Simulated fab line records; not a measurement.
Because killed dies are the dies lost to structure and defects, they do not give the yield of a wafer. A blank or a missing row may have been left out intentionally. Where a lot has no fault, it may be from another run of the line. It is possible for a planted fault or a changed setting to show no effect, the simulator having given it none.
Chamber matching + flow nand_harc + 4 sister chambers for NHARC_A_BLC_ETCH_17 on rie_diel-13
The step etches the open film in N2/H2, target depth 390 nm, time 609.38 s. 18 wafers are shown with their chamber, then 8 later ones without.

== WAFERS, EACH WITH ITS CHAMBER ==
| wafer  | chamber | showerhead_plenum_p_Torr (Torr) | drypump_motor_current_A (A) | rf_vpp_V (V) |
|--------|---------|---------------------------------|-----------------------------|--------------|
| L493.2 | 1       | 2.07                            | 6.4                         | 431.0        |
| L493.4 | 3       | 2.17                            | 6.3                         | 433.7        |
| L493.6 | 0       | 1.97                            | 5.4                         | 427.5        |
| L495.1 | 1       | 2.07                            | 6.3                         | 432.4        |
| L495.3 | 3       | 2.16                            | 6.3                         | 432.8        |
| L495.6 | 3       | 2.17                            | 6.3                         | 432.9        |
| L496.3 | 1       | 2.07                            | 6.4                         | 431.7        |
| L496.5 | 1       | 2.07                            | 6.4                         | 432.9        |
| L496.6 | 0       | 1.97                            | 5.4                         | 430.1        |
| L498.2 | 3       | 2.16                            | 6.3                         | 435.9        |
| L498.4 | 2       | 1.88                            | 5.5                         | 426.7        |
| L498.5 | 1       | 2.07                            | 6.3                         | 433.4        |
| L499.2 | 3       | 2.16                            | 6.3                         | 433.8        |
| L499.5 | 0       | 1.97                            | 5.4                         | 427.7        |
| L499.6 | 1       | 2.07                            | 6.4                         | 430.3        |
| L500.1 | 0       | 1.97                            | 5.4                         | 429.3        |
| L500.2 | 1       | 2.07                            | 6.4                         | 430.6        |
| L500.5 | 2       | 1.88                            | 5.5                         | 426.2        |

SIGNATURES (means of the wafers above)
| reading                  | chamber 0 | chamber 1 | chamber 2 | chamber 3 | scatter within a chamber |
|--------------------------|-----------|-----------|-----------|-----------|--------------------------|
| showerhead_plenum_p_Torr | 1.9700    | 2.0700    | 1.8800    | 2.1640    | 0.00293                  |
| drypump_motor_current_A  | 5.400     | 6.371     | 5.500     | 6.300     | 0.0319                   |
| rf_vpp_V                 | 428.650   | 431.757   | 426.450   | 433.820   | 1.18                     |
Rule: for each reading, subtract the chamber's mean from the wafer's reading, divide by that reading's scatter and square the result; add these up over the readings and take the root, which gives the wafer's distance from the chamber. The wafer belongs to the nearest chamber; if the next one is less than 2 further off, it can't be placed. The scatter: take each reading less its chamber's mean, square it, sum over the shown wafers, divide by the number of wafers less the number of chambers, and take the root.

== WAFERS MISSING THEIR CHAMBER ==
| wafer  | showerhead_plenum_p_Torr (Torr) | drypump_motor_current_A (A) | rf_vpp_V (V) |
|--------|---------------------------------|-----------------------------|--------------|
| L501.3 | 2.16                            | 6.3                         | 434.5        |
| L501.4 | 2.07                            | 6.4                         | 430.7        |
| L501.5 | 1.88                            | 5.4                         | 426.1        |
| L502.1 | 1.88                            | 5.4                         | 425.3        |
| L502.2 | 2.16                            | 6.3                         | 433.0        |
| L502.3 | 2.07                            | 6.3                         | 431.5        |
| L511.3 | 2.07                            | 6.4                         | 431.2        |
| L512.4 | 1.97                            | 5.4                         | 429.1        |

== WHICH CHAMBER EACH WENT THROUGH ==
| wafer  | from the rows above | in truth |
|--------|---------------------|----------|
| L501.3 | 3                   | 3        |
| L501.4 | 1                   | 1        |
| L501.5 | 2                   | 2        |
| L502.1 | 2                   | 2        |
| L502.2 | 3                   | 3        |
| L502.3 | 1                   | 1        |
| L511.3 | 1                   | 1        |
| L512.4 | 0                   | 0        |
Correctly placed: 8 of 8. Number that these rows cannot place: 0. Placed wrongly: 0.
